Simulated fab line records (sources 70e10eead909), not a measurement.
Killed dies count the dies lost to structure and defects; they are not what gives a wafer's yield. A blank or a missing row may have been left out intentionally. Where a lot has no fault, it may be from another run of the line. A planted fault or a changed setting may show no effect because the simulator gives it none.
Comparing a struck lot with a sound one :: flow nand-harc :: 15 steps out of a route of 1159
Sound: wafers L945.2, L945.3, L945.6. Wafers L943.2, L943.3, L943.4 were the ones struck. The cause is named last.
For every step that has rows: the tool of each side, followed by ch and its chambers, followed by its first start. Under that, the readings that differ: sound wafers :: struck wafers :: difference of the means :: sigmas: that difference in standard deviations of wafers without a fault.
alike: readings with means less than 2 such deviations apart, plus words and numbers identical on both sides. not compared: withheld readings, readings lacking a value on some wafer, bounds such as >300 that could conceal the same value, and numbers that have no deviation in the record and whose values overlap.
The two part at a step that has a row with sigmas, a row that says differs or no value, or rows on one side only. When numbers do not overlap yet have no deviation, they are printed without sigmas and do not part them. A reading missing from all wafers of one side parts the sides only when that side holds two or more wafers.

first, 5 steps without rows for these wafers: NHARC_A_BONDPAD_SOFTBAKE_04 (time 70 s); NHARC_A_BONDPAD_EBR_05; NHARC_A_BONDPAD_EXPOSE_06 (exposes mask A BPAD); NHARC_A_BONDPAD_PEB_07 (peb time 80 s); NHARC_A_BONDPAD_DEVELOP_08 (time 50 s).
NHARC_A_BONDPAD_CD_MEAS_09 targets a cd of 500 nm.
  sound on cd-sem-03 ch 0, day 20 08:15; struck on cd-sem-03 ch 0, day 19 15:49
  alike: cd-nm
NHARC_A_BONDPAD_OVL_MEAS_35:
  sound: overlay-02 at day 20 08:20; struck: overlay-02 at day 19 15:54
reading: overlay-y-nm (nm)
sound: -3 -3 -3
struck: 11 10 11
difference: +14
sigmas: +2
  alike: overlay-x-nm
then, 1 step without rows for these wafers: NHARC_A_BONDPAD_HARDBAKE_10 (time 65 s).
NHARC_A_BONDPAD_DESCUM_11: chemistry O2, time 3 s.
  sound on rie-diel-04 ch 1,2,3, day 20 08:28; struck on rie-diel-04 ch 1,2,3, day 19 16:01
  alike: drypump-motor-current-A, oes-product-au, rf-vpp-V, showerhead-plenum-p-Torr, throttle-valve-pct
  not compared: rf-hours-counter-h
NHARC_A_BONDPAD_ETCH_34: etches the open film in N2/H2, target depth 60 nm, overetch 18 nm, time 65.91 s.
  sound on rie-diel-04 ch 1,2,3, day 20 08:34; struck on rie-diel-04 ch 0,2,3, day 19 16:07
  alike: drypump-motor-current-A, h2-flow-sccm, oes-product-au, rf-vpp-V, showerhead-plenum-p-Torr, throttle-valve-pct
  not compared: rf-hours-counter-h
NHARC_A_BONDPAD_ETCH_12: etches the open film in CHF3/O2, target depth 220 nm, time 110 s.
  sound on rie-diel-04 ch 0,1,2; struck on rie-diel-04 ch 1,2,3
  alike: drypump-motor-current-A, oes-product-au, rf-vpp-V, showerhead-plenum-p-Torr, throttle-valve-pct
  not compared: rf-hours-counter-h
NHARC_A_BONDPAD_CD_MEAS_13:
  sound: cd-sem-02 at day 20 08:47; struck: cd-sem-03 at day 19 16:20
  alike: cd-nm
NHARC_A_BONDPAD_STRIP_15: strips in O2.
  sound on rie-diel-11 ch 1,3, day 20 08:52; struck on rie-diel-04 ch 0,2,3, day 19 16:25
reading: chamber-pressure-mTorr (mTorr)
sound: 59.97 59.91 59.97
struck: 47.79 47.79 47.78
difference: -12.16
sigmas: -99 or more

reading: showerhead-plenum-p-Torr (Torr)
sound: 3.73 3.64 3.73
struck: 3.38 3.44 3.30
difference: -0.33
sigmas: -2
  alike: drypump-motor-current-A, oes-product-au, rf-vpp-V, throttle-valve-pct
  not compared: rf-hours-counter-h
NHARC_A_BONDPAD_ETCH_24: etches the open film in CF4/N2, target depth 30 nm, time 72.99 s.
  sound on rie-diel-11 ch 2,3; struck on rie-diel-04 ch 1,2,3
  alike: drypump-motor-current-A, oes-product-au, rf-vpp-V, showerhead-plenum-p-Torr, throttle-valve-pct
  not compared: rf-hours-counter-h
NHARC_END_SORT_01:
  at this point the record logs the struck wafers (prober-02 ch 0, day 21 07:28) and has no rows for the sound ones

WHERE THEY PART
First at NHARC_A_BONDPAD_OVL_MEAS_35; last, within this record, at NHARC_END_SORT_01.

WHY: what the simulator had put in
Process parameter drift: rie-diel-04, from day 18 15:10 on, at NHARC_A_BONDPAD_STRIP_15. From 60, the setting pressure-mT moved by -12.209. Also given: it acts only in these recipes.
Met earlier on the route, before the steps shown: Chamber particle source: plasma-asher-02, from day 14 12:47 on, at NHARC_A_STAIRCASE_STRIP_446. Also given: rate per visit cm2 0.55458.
